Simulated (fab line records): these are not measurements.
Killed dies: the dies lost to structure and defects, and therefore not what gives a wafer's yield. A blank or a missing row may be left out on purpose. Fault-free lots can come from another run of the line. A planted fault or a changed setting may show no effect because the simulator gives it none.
Comparing a struck lot with a sound one / flow nand-harc / 17 steps out of a route of 1159
Sound: these wafers, L132.1, L132.3, L132.5. Struck: wafer L137.2. (L137.5, L137.6 of the same lot were not struck and are left out.) The cause comes at the end.
Each step with rows lists, per side, the tool, then ch with its chambers, then its first start. Under that, the readings that differ: sound wafers / struck wafers / difference of the means / sigmas: that difference in standard deviations of wafers without a fault.
alike: readings with means less than 2 such deviations apart, plus words and numbers identical on both sides. not compared: withheld readings, readings lacking a value on some wafer, bounds such as >300 that could conceal the same value, and numbers that have no deviation in the record and whose values overlap.
A row with sigmas, a row that says differs or no value, or rows on one side alone: a step with any of these is where the two part. Numbers that have no deviation but don't overlap get no sigmas and don't part them. A reading that every wafer of one side lacks parts them only if that side has two wafers or more.

NHARC_P_M0_DESCUM_14: chemistry O2, time 3 s.
  sound on rie-diel-09 ch 2,3, day 6 13:56; struck on rie-diel-01 ch 0, day 8 00:37
reading=drypump-motor-current-A (A); sound=5.68 5.31 5.31; struck=6.08; difference=+0.65; sigmas=+2
  alike: oes-product-au, rf-vpp-V, showerhead-plenum-p-Torr, throttle-valve-pct
  not compared: rf-hours-counter-h
then, 2 steps without rows for these wafers: NHARC_P_M0_ETCH_34 (etches the open film in N2/H2, target depth 40 nm, overetch 12 nm, time 43.94 s); NHARC_P_M0_ETCH_15 (etches the open film in C4F8/Ar, target depth 150 nm, overetch 15 nm, time 82.5 s).
NHARC_P_M0_CD_MEAS_16:
  sound: cd-sem-01 at day 6 14:14; struck: cd-sem-02 at day 8 00:54
  alike: cd-nm
then, 2 steps without rows for these wafers: NHARC_P_M0_STRIP_18 (strips in N2/H2); NHARC_P_M0_STRIP_19 (strips in post etch residue remover, time 600 s).
NHARC_P_M0_DEGAS_28: time 60 s.
  sound: pvd-sputter-03 at day 6 14:52; struck: pvd-sputter-03 at day 8 01:34
  alike: heater-power-w
NHARC_P_M0_PRE_CLEAN_29: time 30 s.
  sound on pvd-sputter-03; struck on pvd-sputter-03
  alike: heater-power-w
then, 1 step without rows for these wafers: NHARC_P_M0_PVD_20 (deposits TaN, target thk 5 nm, time 8.06 s).
NHARC_P_M0_PVD_21: deposits Cu, target thk 30 nm, time 20.49 s.
  sound on pvd-sputter-03; struck on pvd-sputter-03
  alike: cathode-dc-power-W, throttle-valve-pct
then, 1 step without rows for these wafers: NHARC_P_M0_ECD_22 (material Cu, target thk 400 nm).
NHARC_P_M0_ANNEAL_30: time 90 s.
  sound on rtp-anneal-02 ch 0, day 6 15:37; struck on rtp-anneal-02 ch 0, day 8 02:19
  alike: wafer_temp_C_max
NHARC_P_M0_CMP_23: polishes, t overpolish 20 s, target thk 117.53 nm.
  sound on cmp-04 ch 0,2,3, day 6 15:59; struck on cmp-04 ch 0, day 8 02:42
reading=time-to-endpoint-s (s); sound=28.4 30.7 29.2; struck=37.2; difference=+7.8; sigmas=+3
  alike: motor-current-A, slurry-flow-ml-min
then, 1 step without rows for these wafers: NHARC_P_M0_SRD_25.
NHARC_P_M0_INSPECT_27:
  sound: defect-inspect-01 at day 6 16:26; struck: defect-inspect-02 at day 8 03:05
reading=raw-defect-count; sound=215 170 206; struck=2473; difference=+2276; sigmas=+19
then, 1 step without rows for these wafers: NHARC_P_M0_PRE_CLEAN_31 (time 12 s).
-- record jumps: 14 days between struck wafers' starts before vs after; left off in module P_M0, resumes in module END, first step shown is number 1159 of the route --
NHARC_END_SORT_01:
  only the struck wafers appear in the record here, on prober-02 ch 0 at day 21 17:34; the sound ones have no rows

WHERE THEY PART
Last at NHARC_END_SORT_01 as far as this record goes, first at NHARC_P_M0_DESCUM_14.

WHY: what had been put in by the simulator
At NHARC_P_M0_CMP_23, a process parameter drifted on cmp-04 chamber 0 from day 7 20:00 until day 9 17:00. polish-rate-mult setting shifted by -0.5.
